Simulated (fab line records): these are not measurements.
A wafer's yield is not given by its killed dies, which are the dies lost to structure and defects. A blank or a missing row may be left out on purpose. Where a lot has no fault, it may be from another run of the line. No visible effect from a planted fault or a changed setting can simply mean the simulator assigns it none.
Split-lot experiment | flow n5Finfet | 7 lots, 21 wafers read, on a route of 1938 steps

## ON THE SPLIT
At N5_SD_EPI_P_EPI_21 (deposits SiGe:B, time 355 s), the setting timeS was moved away from the recipe's 355 s on 8 of the 21 wafers read, by -16.5% to +8.1%. The other wafers ran this setting at the recipe's value.

## FROM THE SPLIT TO THE READING: what the file shows between them, 5 steps
- N5_SD_EPI_P_EPI_MEAS_23
- N5_SD_EPI_P_HM_STRIP_48: strips SiNx in H3PO4, material SiNx, target depth 3 nm
- N5_SD_EPI_P_SRD_49: time 30 s
- N5_SD_ACTIVATION_RTA_00: time 0 s
- N5_SD_ACTIVATION_LSA_01: time 0.0008 s

## THE READING
At N5_SD_ACTIVATION_RS_MEAS_03, a four-point-probe measurement gives RS_SD_P in ohm/sq. On this fab line, fault-free wafers typically give 55.9 ohm/sq with a standard deviation of 0.75 ohm/sq.

wafer  | tool, chamber at the split | timeS as run, s | against the recipe | RS_SD_P, ohm/sq | against lot-mates on the recipe
L075.1 | epiRpcvd-02, 0             | 327             | -7.9%              | 60.3            | +3.9
L075.3 | epiRpcvd-02, 0             | 327             | -7.9%              | 59.4            | +3.0
L075.5 | epiRpcvd-02, 0             | 355             | recipe             | 56.4            | -
L082.1 | epiRpcvd-02, 0             | 355             | recipe             | 56.5            | -
L082.2 | epiRpcvd-02, 0             | 355             | recipe             | 56.0            | -
L082.6 | epiRpcvd-02, 0             | 355             | recipe             | 56.1            | -
L083.1 | epiRpcvd-01, 0             | 376.4           | +6.0%              | 54.4            | -1.9
L083.3 | epiRpcvd-01, 0             | 355             | recipe             | 56.3            | -
L083.4 | epiRpcvd-01, 0             | 376.4           | +6.0%              | 53.5            | -2.8
L087.1 | epiRpcvd-02, 0             | 383.6           | +8.1%              | 53.3            | -2.0
L087.2 | epiRpcvd-02, 0             | 355             | recipe             | 54.9            | -
L087.4 | epiRpcvd-02, 0             | 355             | recipe             | 55.7            | -
L093.3 | epiRpcvd-03, 0             | 296.5           | -16.5%             | 62.4            | +7.2
L093.5 | epiRpcvd-03, 0             | 355             | recipe             | 55.2            | -
L093.6 | epiRpcvd-03, 0             | 296.5           | -16.5%             | 62.8            | +7.6
L095.2 | epiRpcvd-02, 0             | 303.1           | -14.6%             | 60.2            | +5.8
L095.4 | epiRpcvd-02, 0             | 355             | recipe             | 54.6            | -
L095.6 | epiRpcvd-02, 0             | 355             | recipe             | 54.3            | -
L096.1 | epiRpcvd-03, 0             | 355             | recipe             | 56.6            | -
L096.3 | epiRpcvd-03, 0             | 355             | recipe             | 56.3            | -
L096.6 | epiRpcvd-03, 0             | 355             | recipe             | 55.4            | -

FIT RESULTS
A straight line over all 21 wafers: RS_SD_P changes by -0.383 ohm/sq for each +1% of timeS; r = -0.96; the points scatter about the line by 0.81 ohm/sq.
The same after taking each lot's own level away (the mean of its wafers on the recipe; 21 wafers): -0.413 ohm/sq for each +1%; r = -0.99; scatter 0.48 ohm/sq.
On that fit, the largest move of timeS shifts the reading by 6.8 ohm/sq.
Measured against the standard deviation above, the lots' own levels, which go from 54.45 to 56.40 ohm/sq, span 2.6 times it.
Hence the lot-to-lot level has little effect on the slope; both slopes agree.
Check: for one of the wafers moved furthest among these (-16.5%), held out of the fit, the line's prediction against its lot-mates is +6.85 ohm/sq. Against them it came out at +7.2 ohm/sq.

## THESE WAFERS: OTHER SPLITS
Note: prior to the reading, these wafers also went through further splits. Each is held against what the fit with the lots' levels taken away leaves over:
other split on the same wafers   | wafers away from the commonest value | r with RS_SD_P (lot level and that fit taken away)
N5_WELL_APT_COAT_02 spinRpm      | 8                                    | +0.28
N5_DUMMY_GATE_HM_DEP_06 timeS    | 9                                    | -0.11
N5_DUMMY_GATE_EXPOSE_12 doseMj   | 6                                    | +0.34
N5_SD_EPI_N_ETCH_16 targetDepthA | 5                                    | +0.15
N5_SD_EPI_N_EPI_21 timeS         | 6                                    | -0.27

## THE WHOLE CHAIN: every reading that the file lists as answering this split, in the file's order
step                        | what it does                 | reading                                                                          | change (the file's fit)               | r (the file's)
N5_SD_EPI_P_EPI_21          | deposits SiGe:B, time 355 s  | SiGe-B_of_SD_EPI_P_EPI_21.thkNm (the simulator's own value, which no gauge read) | +0.419 nm for each +1% of the setting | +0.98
N5_SD_EPI_P_EPI_MEAS_23     |                              | thkNm                                                                            | withheld for each +1% of the setting  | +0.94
N5_SD_ACTIVATION_RS_MEAS_03 | measures by four-point-probe | RS_SD_P                                                                          | -0.408 for each +1% of the setting    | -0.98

## THE FILE'S OWN FIT
RS_SD_P changes by -0.408 ohm/sq for each +1% of timeS, r = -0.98.
